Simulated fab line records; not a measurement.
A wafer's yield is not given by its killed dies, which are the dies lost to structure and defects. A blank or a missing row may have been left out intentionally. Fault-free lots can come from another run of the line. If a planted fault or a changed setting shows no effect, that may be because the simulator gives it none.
fab line records    flow n5-finfet
record: lots: 15  wafers: 45  last-day: 18
route steps=1938 shown BEOL_M11@1546
lots that met no fault: taken from a fault-free run of the same line
start-h: start of the lot's first displayed wafer, in hours after the record's first day    wait-h: time in hours since the lot's previous step    " as in the row above    L1.1+2: a single row standing in for several wafers    - no value, or no start was given    * or withheld: withheld    < > ~ a bound
route shown NAME@n: NAME is a module with steps in the file, n the number in the route of the first one    usual: mean/standard deviation of fault-free wafers    same: alike in all rows    chamber/n: place in a boat    sites: readings site by site    _std_site: standard deviation across them    _edge_site: the outer-site mean with the inner-site mean subtracted    radius-mm: for every site, how far away it sits from the centre of the wafer    mask NAME#n: copy n    behind: the tool/chamber that last shaped the wafer    hold: why the lot went on hold/how many hours it stayed there/how the hold came to an end    device: transistor that didn't switch, given as n, p or np    end of line: the same wafers' tests at the end of the route    where a step has no rows: the recipe by itself    killed: count of dies lost to structure and defects at first sort (not the wafer's yield)    map: the dies of a wafer, with x for killed, . for not killed, _ for no die there
set.NAME: setting as actually run; set.NAME@STEP: the setting as run at that earlier step    model.NAME: the simulator's own value behind a step, which no gauge read
the route's steps for a sample of lots (tables are steps, rows are wafers)
services: a tool's chamber out of use, with start hour (start-h, from the record's first day; less than 0 if before it), hours out, and reason
== steps ==
step: N5_BEOL_M11_EXPOSE_08
recipe: mask-id: M11  na: 1.35  source-shape: dipole  sigma-inner: 0.411  sigma-outer: 0.611  polarization: te  dose-mj: 53.75
usual: dipole-opening-deg: 40/0  exposure-dose-mJ-cm2: 54.1/0.37  focus-offset-nm: 0.0/0.46
lot.wafer  tool             chamber  start-h  wait-h  mask   dipole-opening-deg  exposure-dose-mJ-cm2  focus-offset-nm
L398.2     arfi-scanner-03  0        221.85   -       M11#0  40                  54.2                  0.0
L398.4     "                0        "        "       M11#0  40                  54.1                  0.4
L398.5     "                0        "        "       M11#0  40                  54.2                  0.5
L400.1     arfi-scanner-02  0        235.89   -       M11#0  40                  53.7                  -0.4
L400.4     "                0        "        "       M11#0  40                  53.7                  -0.4
L400.6     "                0        "        "       M11#0  40                  53.7                  0.0
L401.1     arfi-scanner-01  0        236.09   -       M11#0  40                  54.7                  0.3
L401.3     "                0        "        "       M11#0  40                  54.8                  0.3
L401.6     "                0        "        "       M11#0  40                  54.8                  0.3
L402.1     arfi-scanner-01  0        243.92   -       M11#0  40                  54.7                  0.3
L402.3     "                0        "        "       M11#0  40                  54.6                  0.4
L402.5     "                0        "        "       M11#0  40                  54.6                  0.2
L403.1     arfi-scanner-02  0        252.47   -       M11#0  40                  53.6                  -0.7
L403.2     "                0        "        "       M11#0  40                  53.6                  -0.6
L403.4     "                0        "        "       M11#0  40                  53.7                  -0.7
L406.1     arfi-scanner-03  -        288.46   -       M11#0  -                   -                     -
L406.2     "                -        "        "       M11#0  -                   -                     -
L406.4     "                -        "        "       M11#0  -                   -                     -
L407.1     arfi-scanner-02  -        297.52   -       M11#0  -                   -                     -
L407.3     "                -        "        "       M11#0  -                   -                     -
L407.6     "                -        "        "       M11#0  -                   -                     -
L408.2     arfi-scanner-01  -        298.02   -       M11#0  -                   -                     -
L408.3     "                -        "        "       M11#0  -                   -                     -
L408.6     "                -        "        "       M11#0  -                   -                     -
L417.2     arfi-scanner-01  0        337.59   -       M11#0  40                  54.7                  0.2
L417.5     "                0        "        "       M11#0  40                  54.7                  -0.3
L417.6     "                0        "        "       M11#0  40                  54.6                  0.1
L415.1     arfi-scanner-03  0        343.92   -       M11#0  40                  54.1                  0.1
L415.2     "                0        "        "       M11#0  40                  54.1                  -0.2
L415.5     "                0        "        "       M11#0  40                  54.1                  -0.4
L414.2     arfi-scanner-02  0        344.13   -       M11#0  40                  53.6                  0.3
L414.3     "                0        "        "       M11#0  40                  53.6                  -0.3
L414.4     "                0        "        "       M11#0  40                  53.7                  0.4
L416.2     arfi-scanner-02  0        344.38   -       M11#0  40                  53.7                  0.2
L416.4     "                0        "        "       M11#0  40                  53.7                  0.4
L416.6     "                0        "        "       M11#0  40                  53.7                  0.4
L419.1     arfi-scanner-03  0        362.27   -       M11#0  40                  54.2                  0.3
L419.2     "                0        "        "       M11#0  40                  54.2                  0.3
L419.3     "                0        "        "       M11#0  40                  54.2                  0.5
L418.1     arfi-scanner-01  0        362.43   -       M11#0  40                  54.6                  0.3
L418.3     "                0        "        "       M11#0  40                  54.5                  0.0
L418.4     "                0        "        "       M11#0  40                  54.7                  0.6
L420.1     arfi-scanner-02  0        367.69   -       M11#0  40                  53.6                  0.3
L420.4     "                0        "        "       M11#0  40                  53.7                  0.1
L420.5     "                0        "        "       M11#0  40                  53.7                  0.9
step: N5_BEOL_M11_ETCH_61
recipe: chemistry: CF4  target: SiARC  target-depth-a: 390  mask-material: CAR-ArF  time-s: 65  ion-energy-ev: 80  pressure-mtorr: 40  source-w: 545  bias-w: 36  Ar_flow_sccm: 100  cf4-flow-sccm: 100  ends: cleared
usual: drypump-motor-current-A: 5.7/0.55  etch-rf-on-time-s: 65.1/1.6  oes-product-au: 0.67/0.078  rf-fwd-power-W: 539.3/2.2  rf-vpp-V: 184.6/1.1  showerhead-plenum-p-Torr: 2.19/0.075  throttle-valve-pct: 15.63/0.23
lot.wafer  tool         chamber  start-h  wait-h  drypump-motor-current-A  etch-rf-on-time-s  oes-product-au  rf-fwd-power-W  rf-hours-counter-h  rf-vpp-V  showerhead-plenum-p-Torr  throttle-valve-pct
L398.2     rie-diel-06  0        222.53   0.0     5.1                      64.7               0.63            538.1           169                 183.0     2.04                      15.65
L398.4     "            2        "        "       5.9                      62.2               0.85            539.4           0                   184.4     2.11                      15.50
L398.5     "            0        "        "       5.1                      65.6               0.62            541.0           -                   183.6     2.04                      15.65
L400.1     rie-diel-02  2        236.18   0.0     5.0                      65.3               0.78            541.6           19                  185.8     2.28                      15.28
L400.4     "            1        "        "       5.6                      63.0               0.82            537.7           17                  185.0     2.26                      15.64
L400.6     "            0        "        "       5.2                      65.2               0.62            538.8           -                   185.9     2.21                      16.02
L401.1     rie-diel-02  0        236.43   0.0     5.2                      64.5               0.63            541.5           174                 184.0     2.21                      16.02
L401.3     "            1        "        "       5.6                      62.1               0.83            540.4           17                  185.3     2.26                      15.62
L401.6     "            1        "        "       5.7                      62.2               0.83            539.9           -                   186.5     2.26                      15.62
L402.1     rie-diel-06  2        244.17   0.0     5.8                      62.3               0.81            540.1           5                   183.3     2.11                      15.51
L402.3     "            3        "        "       6.6                      67.3               0.61            540.1           174                 184.7     2.22                      15.51
L402.5     "            2        "        "       5.9                      62.5               0.81            538.9           -                   183.6     2.11                      15.49
L403.1     rie-diel-06  2        252.73   0.0     5.9                      62.5               0.80            539.0           8                   185.5     2.11                      15.52
L403.2     "            1        "        "       6.6                      66.7               0.71            536.6           59                  187.2     2.25                      15.30
L403.4     "            3        "        "       6.5                      68.0               0.61            542.5           177                 186.0     2.22                      15.52
L406.1     rie-diel-02  0        288.71   0.0     5.2                      65.8               0.27            538.8           188                 184.6     2.21                      16.03
L406.2     "            2        "        "       5.0                      65.6               0.33            540.6           32                  186.4     2.28                      15.30
L406.4     "            1        "        "       5.6                      62.8               0.34            539.3           31                  186.2     2.25                      15.65
L407.1     rie-diel-05  1        297.77   0.0     5.7                      66.1               0.31            534.4           82                  183.8     2.16                      15.60
L407.3     "            0        "        "       6.2                      63.3               0.26            538.9           252                 182.5     2.02                      15.91
L407.6     "            3        "        "       5.6                      65.7               0.26            540.0           -                   185.7     2.22                      15.50
L408.2     rie-diel-06  1        298.27   0.0     6.6                      65.4               0.32            537.2           71                  184.7     2.25                      15.32
L408.3     "            0        "        "       5.1                      65.5               0.27            540.9           191                 181.3     2.03                      15.68
L408.6     "            3        "        "       6.5                      66.9               0.28            541.3           -                   184.7     2.21                      15.54
L417.2     rie-diel-06  2        338.04   0.0     5.9                      62.6               0.75            542.7           31                  183.9     2.10                      15.57
L417.5     "            1        "        "       6.6                      65.9               0.70            538.2           -                   184.1     2.25                      15.35
L417.6     "            2        "        "       5.9                      62.1               0.76            539.1           -                   185.4     2.10                      15.55
L415.1     rie-diel-06  3        344.21   0.0     6.5                      66.7               0.59            541.4           206                 183.8     2.21                      15.59
L415.2     "            2        "        "       5.9                      61.4               0.76            542.4           33                  183.3     2.10                      15.57
L415.5     "            1        "        "       6.5                      65.0               0.69            539.5           -                   185.3     2.24                      15.36
L414.2     rie-diel-06  2        344.46   0.0     5.9                      62.7               0.76            539.2           33                  183.3     2.10                      15.56
L414.3     "            3        "        "       6.5                      67.4               0.60            541.4           206                 183.4     2.21                      15.59
L414.4     "            3        "        "       6.5                      67.8               0.60            543.3           -                   185.5     2.21                      15.56
L416.2     rie-diel-02  2        344.69   0.0     5.0                      65.1               0.75            539.0           47                  186.3     2.27                      15.34
L416.4     "            1        "        "       5.6                      62.8               0.77            543.1           46                  185.8     2.25                      15.68
L416.6     "            2        "        "       5.0                      64.9               0.73            540.1           -                   184.9     2.27                      15.35
L419.1     rie-diel-05  1        362.53   0.0     5.7                      66.0               0.67            537.7           106                 186.0     2.15                      15.66
L419.2     "            0        "        "       6.1                      61.6               0.80            539.9           8                   185.8     2.27                      15.44
L419.3     "            3        "        "       5.6                      66.5               0.59            542.0           221                 185.0     2.21                      15.56
L418.1     rie-diel-06  0        362.69   0.0     5.1                      64.7               0.60            539.4           208                 183.8     2.03                      15.73
L418.3     "            3        "        "       6.5                      67.0               0.60            545.3           211                 185.8     2.20                      15.57
L418.4     "            2        "        "       5.9                      62.0               0.75            539.1           38                  183.8     2.10                      15.56
L420.1     rie-diel-02  1        367.94   0.0     5.6                      63.8               0.76            539.3           52                  183.2     2.24                      15.71
L420.4     "            2        "        "       5.0                      65.7               0.74            539.6           53                  184.8     2.27                      15.36
L420.5     "            3        "        "       5.5                      65.4               0.60            537.5           -                   184.9     2.21                      15.93
step: N5_BEOL_M11_ETCH_62
recipe: chemistry: N2/H2  target: SOC  target-depth-a: 1100  overetch-a: 220  mask-material: SiARC  temp-c: 40  time-s: 165  ion-energy-ev: 200  pressure-mtorr: 30  source-w: 840  bias-w: 150  n2-flow-sccm: 200  h2-flow-sccm: 200
usual: drypump-motor-current-A: 5.7/0.56  oes-product-au: 0.67/0.07  rf-fwd-power-W: 837.4/2.6  rf-vpp-V: 525.6/2.5  showerhead-plenum-p-Torr: 2.61/0.097  throttle-valve-pct: 17.86/0.27
lot.wafer  tool         chamber  start-h  wait-h  drypump-motor-current-A  oes-product-au  rf-fwd-power-W  rf-hours-counter-h  rf-vpp-V  showerhead-plenum-p-Torr  throttle-valve-pct
L398.2     rie-diel-06  0        222.58   0.0     5.2                      0.62            834.9           169                 521.4     2.42                      17.75
L398.4     "            2        "        "       5.9                      0.81            836.5           0                   522.6     2.50                      17.72
L398.5     "            0        "        "       5.2                      0.62            835.7           -                   521.9     2.42                      17.75
L400.1     rie-diel-02  2        236.23   0.0     5.0                      0.77            836.1           19                  527.7     2.70                      17.36
L400.4     "            1        "        "       5.6                      0.79            836.4           17                  527.6     2.72                      18.20
L400.6     "            0        "        "       5.2                      0.62            836.4           -                   527.7     2.63                      18.06
L401.1     rie-diel-02  0        236.48   0.0     5.2                      0.62            838.7           174                 526.7     2.63                      18.07
L401.3     "            1        "        "       5.6                      0.79            836.7           17                  527.9     2.72                      18.19
L401.6     "            1        "        "       5.6                      0.80            840.4           -                   528.9     2.72                      18.18
L402.1     rie-diel-06  2        244.22   0.0     5.9                      0.79            839.0           5                   522.7     2.50                      17.70
L402.3     "            3        "        "       6.5                      0.63            843.6           174                 525.7     2.64                      17.77
L402.5     "            2        "        "       5.9                      0.79            838.1           -                   523.6     2.50                      17.74
L403.1     rie-diel-06  2        252.78   0.0     5.9                      0.77            833.7           8                   521.4     2.50                      17.74
L403.2     "            1        "        "       6.6                      0.71            835.5           59                  529.0     2.69                      17.54
L403.4     "            3        "        "       6.5                      0.62            837.6           177                 526.8     2.63                      17.77
L406.1     rie-diel-02  0        288.76   0.0     5.2                      0.61            835.8           188                 525.6     2.62                      18.11
L406.2     "            2        "        "       5.0                      0.76            836.5           32                  528.0     2.70                      17.38
L406.4     "            1        "        "       5.6                      0.77            836.9           31                  528.4     2.71                      18.23
L407.1     rie-diel-05  1        297.82   0.0     5.7                      0.69            839.7           82                  524.6     2.57                      17.93
L407.3     "            0        "        "       6.2                      0.59            838.6           252                 519.9     2.39                      18.13
L407.6     "            3        "        "       5.6                      0.60            838.2           -                   525.0     2.64                      17.80
L408.2     rie-diel-06  1        298.32   0.0     6.6                      0.70            838.2           71                  527.1     2.69                      17.58
L408.3     "            0        "        "       5.1                      0.60            836.4           191                 521.2     2.41                      17.81
L408.6     "            3        "        "       6.5                      0.61            840.2           -                   525.4     2.63                      17.79
L417.2     rie-diel-06  2        338.09   0.0     5.9                      0.73            840.7           31                  521.5     2.49                      17.79
L417.5     "            1        "        "       6.6                      0.69            837.0           -                   525.4     2.68                      17.58
L417.6     "            2        "        "       5.9                      0.74            838.8           -                   522.4     2.49                      17.77
L415.1     rie-diel-06  3        344.26   0.0     6.5                      0.60            837.1           206                 527.0     2.62                      17.81
L415.2     "            2        "        "       5.9                      0.73            838.2           33                  522.9     2.49                      17.78
L415.5     "            1        "        "       6.6                      0.69            835.8           -                   527.7     2.68                      17.59
L414.2     rie-diel-06  2        344.51   0.0     5.9                      0.72            839.7           33                  522.9     2.49                      17.76
L414.3     "            3        "        "       6.5                      0.60            839.6           206                 526.1     2.62                      17.82
L414.4     "            3        "        "       6.5                      0.60            835.0           -                   527.1     2.62                      17.83
L416.2     rie-diel-02  2        344.74   0.0     5.0                      0.74            836.7           47                  528.5     2.69                      17.40
L416.4     "            1        "        "       5.7                      0.75            839.0           46                  527.5     2.70                      18.24
L416.6     "            2        "        "       5.0                      0.73            837.9           -                   527.3     2.69                      17.41
L419.1     rie-diel-05  1        362.58   0.0     5.7                      0.68            837.0           106                 525.5     2.56                      17.96
L419.2     "            0        "        "       6.2                      0.77            839.8           8                   527.8     2.71                      17.69
L419.3     "            3        "        "       5.6                      0.59            835.5           221                 526.5     2.63                      17.84
L418.1     rie-diel-06  0        362.74   0.0     5.1                      0.60            842.4           208                 520.0     2.40                      17.83
L418.3     "            3        "        "       6.5                      0.61            835.5           211                 525.9     2.62                      17.84
L418.4     "            2        "        "       5.9                      0.71            840.0           38                  523.1     2.48                      17.77
L420.1     rie-diel-02  1        367.99   0.0     5.6                      0.74            836.2           52                  527.5     2.70                      18.25
L420.4     "            2        "        "       5.0                      0.72            835.8           53                  527.3     2.69                      17.42
L420.5     "            3        "        "       5.5                      0.59            833.7           -                   526.5     2.63                      18.09
step: N5_BEOL_M11_STRIP_19
recipe: chemistry: O2  power-w: 400  temp-c: 40  pressure-mtorr: 30  rf-frequency-hz: 6e+07  bias-power-w: 0  overash-fraction: 0.2  o2-flow-sccm: 225
usual: drypump-motor-current-A: 5.7/0.49  oes-product-au: 0.78/0.088  rf-vpp-V: 3.6/0.63  showerhead-plenum-p-Torr: 2.14/0.074  throttle-valve-pct: 16.72/0.25
lot.wafer  tool         chamber  start-h  wait-h  drypump-motor-current-A  oes-product-au  rf-hours-counter-h  rf-vpp-V  showerhead-plenum-p-Torr  throttle-valve-pct
L398.2     rie-diel-06  1        222.88   0.1     6.6                      0.87            51                  2.6       2.20                      16.27
L398.4     "            0        "        "       5.2                      0.72            169                 3.4       1.99                      16.70
L398.5     "            2        "        "       5.9                      0.98            -                   4.0       2.06                      16.51
L400.1     rie-diel-06  0        236.53   0.1     5.1                      0.73            173                 3.1       1.99                      16.68
L400.4     "            3        "        "       6.5                      0.73            172                 2.2       2.17                      16.54
L400.6     "            3        "        "       6.5                      0.72            -                   2.6       2.17                      16.55
L401.1     rie-diel-05  0        236.78   0.1     6.2                      0.70            235                 5.0       1.97                      16.91
L401.3     "            2        "        "       5.0                      0.70            209                 3.3       2.14                      17.03
L401.6     "            1        "        "       5.7                      0.85            -                   4.1       2.13                      16.70
L402.1     rie-diel-05  3        244.51   0.1     5.6                      0.72            184                 4.3       2.18                      16.55
L402.3     "            1        "        "       5.7                      0.85            67                  3.9       2.13                      16.70
L402.5     "            1        "        "       5.7                      0.84            -                   3.4       2.13                      16.70
L403.1     rie-diel-02  0        253.18   0.2     5.2                      0.72            178                 3.3       2.18                      17.13
L403.2     "            1        "        "       5.6                      0.94            22                  4.0       2.23                      16.80
L403.4     "            2        "        "       5.0                      0.92            24                  3.3       2.21                      16.23
L406.1     rie-diel-02  2        289.06   0.1     5.0                      0.91            32                  4.3       2.21                      16.23
L406.2     "            3        "        "       5.5                      0.72            182                 3.4       2.16                      16.87
L406.4     "            1        "        "       5.7                      0.92            31                  3.1       2.23                      16.84
L407.1     rie-diel-06  0        298.12   0.1     5.1                      0.71            190                 3.1       1.98                      16.70
L407.3     "            3        "        "       6.5                      0.71            191                 3.5       2.17                      16.57
L407.6     "            1        "        "       6.6                      0.82            -                   3.5       2.20                      16.31
L408.2     rie-diel-05  1        298.62   0.1     5.7                      0.83            82                  3.2       2.13                      16.75
L408.3     "            3        "        "       5.6                      0.72            199                 3.5       2.17                      16.57
L408.6     "            3        "        "       5.6                      0.71            -                   4.2       2.17                      16.58
L417.2     rie-diel-05  1        338.39   0.1     5.7                      0.81            98                  3.1       2.12                      16.78
L417.5     "            3        "        "       5.6                      0.70            -                   3.7       2.17                      16.63
L417.6     "            0        "        "       6.2                      0.95            -                   4.4       2.23                      16.47
L415.1     rie-diel-02  2        344.62   0.1     5.0                      0.87            47                  2.6       2.20                      16.26
L415.2     "            0        "        "       5.2                      0.71            204                 3.3       2.17                      17.18
L415.5     "            1        "        "       5.6                      0.88            -                   3.9       2.22                      16.84
L414.2     rie-diel-05  1        344.81   0.1     5.7                      0.81            100                 2.9       2.12                      16.77
L414.3     "            0        "        "       6.2                      0.94            3                   3.5       2.23                      16.47
L414.4     "            0        "        "       6.2                      0.94            -                   3.9       2.23                      16.45
L416.2     rie-diel-06  1        345.04   0.1     6.6                      0.82            84                  2.9       2.19                      16.33
L416.4     "            3        "        "       6.5                      0.70            -                   4.6       2.16                      16.60
L416.6     "            2        "        "       5.9                      0.86            -                   5.1       2.04                      16.57
L419.1     rie-diel-05  3        362.97   0.2     5.6                      0.68            221                 2.9       2.17                      16.61
L419.2     "            0        "        "       6.1                      0.91            8                   4.4       2.22                      16.45
L419.3     "            1        "        "       5.7                      0.80            106                 3.6       2.12                      16.76
L418.1     rie-diel-02  1        363.03   0.1     5.6                      0.88            51                  3.0       2.22                      16.85
L418.3     "            0        "        "       5.1                      0.70            210                 2.8       2.17                      17.20
L418.4     "            3        "        "       5.5                      0.71            203                 3.9       2.15                      16.90
L420.1     rie-diel-05  1        368.37   0.2     5.7                      0.80            107                 4.2       2.12                      16.79
L420.4     "            1        "        "       5.7                      0.80            -                   4.9       2.12                      16.81
L420.5     "            3        "        "       5.6                      0.69            -                   4.6       2.17                      16.61
== services ==
tool             chamber  start-h  hours  kind
rie-diel-02      2        209.65   5.9    repair
rie-diel-06      -        213.63   0.3    repair
arfi-scanner-02  -        222.80   8.2    repair
arfi-scanner-01  -        224.14   1.0    pm
arfi-scanner-01  -        232.07   0.8    repair
arfi-scanner-02  -        244.18   3.0    pm
arfi-scanner-02  -        267.21   8.9    repair
arfi-scanner-02  -        276.12   1.0    pm
arfi-scanner-02  -        277.15   1.3    pm
arfi-scanner-01  -        278.04   3.9    pm
rie-diel-06      2        290.72   8.7    repair
arfi-scanner-01  -        296.43   1.3    pm
arfi-scanner-01  -        299.96   1.3    repair
arfi-scanner-01  -        301.29   17.3   pm
rie-diel-05      0        302.92   10.6   repair
rie-diel-06      1        313.56   3.6    repair
rie-diel-06      -        324.61   2.8    pm
rie-diel-02      2        330.09   1.6    repair
arfi-scanner-01  -        337.76   0.8    pm
rie-diel-06      0        339.69   7.4    repair
arfi-scanner-01  -        344.55   1.0    pm
arfi-scanner-02  -        345.86   0.4    repair
rie-diel-05      2        353.39   15.3   repair
arfi-scanner-02  -        354.96   0.8    pm
== key ==
first-sign: step: N5_BEOL_M11_EXPOSE_08  reading: tool-record  direction: missing
effect none on later readings
met-at N5_BEOL_M11_EXPOSE_08
struck-lots L406,L407,L408
later-rows-left-out L406.1,L406.2,L406.4,L407.1,L407.3,L407.6,L408.2,L408.3,L408.6
sort-left-out L406.1,L406.2,L406.4,L407.1,L407.3,L407.6,L408.2,L408.3,L408.6
not-acting-at N5_BEOL_M11_ETCH_61,N5_BEOL_M11_ETCH_62,N5_BEOL_M11_STRIP_19
onset-between 252.47 288.46
fault: kind: skipped-step-whole  tool: arfi-scanner-01,arfi-scanner-02,arfi-scanner-03  chamber: -  onset-h: 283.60  steps: N5_BEOL_M11_EXPOSE_08  scope: struck-lots-only
sort-left-out: the simulated sort isn't trusted on such a fault, so these wafers' sort isn't shown, and their yield isn't known
later-rows-left-out: the simulator's readings of these wafers behind a module that went badly wrong aren't trusted and aren't shown, but for the sort
